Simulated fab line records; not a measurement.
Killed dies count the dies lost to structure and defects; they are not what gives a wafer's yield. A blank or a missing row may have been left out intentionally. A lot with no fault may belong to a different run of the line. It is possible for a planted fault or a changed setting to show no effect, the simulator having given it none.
Chamber matching || flow n5-finfet || N5_MOL_CONTACT_COAG_ETCH_15 on rie-diel-04: 4 sister chambers
The step etches SiNx in CH3F/O2, stops on Si:P, target depth 7 nm. 4 wafers are shown with their chamber, then 10 later ones without.

## EACH WAFER AND ITS CHAMBER
{"wafer": "L089.2", "chamber": 3, "drypump-motor-current-A (A)": 4.9}
{"wafer": "L089.6", "chamber": 0, "drypump-motor-current-A (A)": 6.0}
{"wafer": "L090.2", "chamber": 1, "drypump-motor-current-A (A)": 5.4}
{"wafer": "L090.3", "chamber": 2, "drypump-motor-current-A (A)": 5.6}

## WAFERS WITH NO CHAMBER GIVEN
{"wafer": "L090.6", "drypump-motor-current-A (A)": 6.1}
{"wafer": "L093.2", "drypump-motor-current-A (A)": 5.5}
{"wafer": "L093.3", "drypump-motor-current-A (A)": 5.4}
{"wafer": "L093.5", "drypump-motor-current-A (A)": 6.0}
{"wafer": "L094.1", "drypump-motor-current-A (A)": 5.4}
{"wafer": "L094.4", "drypump-motor-current-A (A)": 5.5}
{"wafer": "L094.5", "drypump-motor-current-A (A)": 5.4}
{"wafer": "L096.2", "drypump-motor-current-A (A)": 5.4}
{"wafer": "L096.3", "drypump-motor-current-A (A)": 5.5}
{"wafer": "L096.5", "drypump-motor-current-A (A)": 6.1}

## EACH ONE'S CHAMBER
{"wafer": "L090.6", "from the rows above": 0, "in truth": 0}
{"wafer": "L093.2", "from the rows above": "can't be placed: 1 or 2", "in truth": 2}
{"wafer": "L093.3", "from the rows above": 1, "in truth": 1}
{"wafer": "L093.5", "from the rows above": 0, "in truth": 0}
{"wafer": "L094.1", "from the rows above": 1, "in truth": 1}
{"wafer": "L094.4", "from the rows above": "can't be placed: 1 or 2", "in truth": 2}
{"wafer": "L094.5", "from the rows above": 1, "in truth": 1}
{"wafer": "L096.2", "from the rows above": 1, "in truth": 1}
{"wafer": "L096.3", "from the rows above": "can't be placed: 1 or 2", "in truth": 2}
{"wafer": "L096.5", "from the rows above": 0, "in truth": 0}
Correctly placed: 7 of 10. Not placeable from these rows: 3 (in 3, the candidates include the true chamber). Placed wrongly: 0.
How it was worked out, from the rows above alone: a wafer's distance from a chamber is the root of the sum, over the readings, of the square of ((its reading less the chamber's mean) divided by the reading's scatter). If the next closest chamber is less than 2 further off than the closest, the wafer can't be placed; otherwise it belongs to the closest. Each chamber's mean is taken over the wafers shown for it. The scatter: root of mean squared gap, hidden wafer to nearest shown wafer, with one shown wafer a chamber.
